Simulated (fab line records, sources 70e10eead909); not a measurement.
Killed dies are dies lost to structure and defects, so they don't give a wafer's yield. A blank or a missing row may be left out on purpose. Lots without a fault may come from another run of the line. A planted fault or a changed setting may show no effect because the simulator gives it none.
Chamber matching | flow nand_harc | NHARC_P_M0_STRIP_18 on rie_diel-11: 4 sister chambers
The step strips in N2/H2. 30 wafers are shown with their chamber, then 12 later ones without.

WAFERS WITH THEIR CHAMBER
wafer  | chamber | showerhead_plenum_p_Torr (Torr) | rf_vpp_V (V) | oes_product_au (a.u.)
L076.2 | 0       | 2.19                            | 92.3         | 0.992
L076.4 | 1       | 1.98                            | 91.0         | 1.000
L076.6 | 1       | 1.98                            | 90.8         | 1.007
L077.1 | 1       | 1.98                            | 89.5         | 1.006
L077.4 | 3       | 2.14                            | 92.5         | 1.016
L077.6 | 1       | 1.98                            | 91.3         | 0.995
L079.2 | 1       | 1.98                            | 89.7         | 0.996
L079.4 | 3       | 2.14                            | 91.6         | 0.997
L079.6 | 1       | 1.98                            | 89.4         | 1.002
L080.2 | 1       | 1.98                            | 89.4         | 0.987
L080.5 | 1       | 1.98                            | 90.0         | 0.994
L080.6 | 2       | 2.13                            | 92.3         | 1.003
L082.1 | 2       | 2.13                            | 90.9         | 1.014
L082.4 | 1       | 1.97                            | 89.6         | 0.997
L082.6 | 3       | 2.14                            | 91.1         | 1.020
L083.2 | 0       | 2.19                            | 90.3         | 1.002
L083.3 | 2       | 2.13                            | 90.5         | 0.998
L083.4 | 0       | 2.19                            | 91.6         | 1.006
L086.1 | 1       | 1.97                            | 91.0         | 0.990
L086.5 | 1       | 1.97                            | 90.1         | 0.997
L086.6 | 0       | 2.19                            | 92.1         | 0.998
L087.1 | 3       | 2.14                            | 90.9         | 1.025
L087.3 | 0       | 2.19                            | 91.7         | 1.008
L087.5 | 0       | 2.19                            | 92.1         | 1.012
L089.2 | 2       | 2.12                            | 91.1         | 1.001
L089.3 | 1       | 1.97                            | 89.6         | 1.006
L089.6 | 1       | 1.97                            | 90.7         | 1.008
L090.1 | 2       | 2.12                            | 90.2         | 0.999
L090.4 | 1       | 1.97                            | 89.6         | 0.991
L090.5 | 3       | 2.13                            | 90.4         | 0.999

SIGNATURES (means of the wafers above)
reading                  | chamber 0 | chamber 1 | chamber 2 | chamber 3 | scatter within a chamber
showerhead_plenum_p_Torr | 2.1900    | 1.9757    | 2.1260    | 2.1380    | 0.00457
rf_vpp_V                 | 91.683    | 90.121    | 91.000    | 91.300    | 0.733
oes_product_au           | 1.00300   | 0.99829   | 1.00300   | 1.01140   | 0.008
Rule: a wafer's distance from a chamber is the root of the sum, over the readings, of the square of ((its reading less the chamber's mean) divided by the reading's scatter). The wafer belongs to the nearest chamber; if the next one is less than 2 further off, it can't be placed. The scatter: the root of (the sum of the squares of (reading less its chamber's mean) over the shown wafers, divided by (wafers less chambers)).

WAFERS WITHOUT THEIR CHAMBER
wafer  | showerhead_plenum_p_Torr (Torr) | rf_vpp_V (V) | oes_product_au (a.u.)
L092.4 | 2.13                            | 92.4         | 0.991
L092.5 | 2.18                            | 91.4         | 0.992
L092.6 | 2.13                            | 90.6         | 0.992
L094.1 | 1.97                            | 90.9         | 0.997
L094.4 | 2.18                            | 90.2         | 0.995
L094.5 | 2.12                            | 91.3         | 1.004
L095.1 | 2.12                            | 90.7         | 1.004
L095.3 | 2.18                            | 92.4         | 1.006
L095.4 | 2.13                            | 90.8         | 0.987
L097.2 | 2.18                            | 90.7         | 1.001
L097.4 | 2.12                            | 92.5         | 1.011
L097.5 | 2.12                            | 91.0         | 1.015

WHICH CHAMBER EACH WENT THROUGH
wafer  | from the rows above     | in truth
L092.4 | can't be placed: 2 or 3 | 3
L092.5 | 0                       | 0
L092.6 | can't be placed: 2 or 3 | 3
L094.1 | 1                       | 1
L094.4 | 0                       | 0
L094.5 | 2                       | 2
L095.1 | 2                       | 2
L095.3 | 0                       | 0
L095.4 | can't be placed: 2 or 3 | 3
L097.2 | 0                       | 0
L097.4 | can't be placed: 2 or 3 | 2
L097.5 | can't be placed: 2 or 3 | 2
Placed correctly: 7 of 12. Can't be placed from these rows: 5 (the true chamber is among the candidates in 5). Placed wrongly: 0.
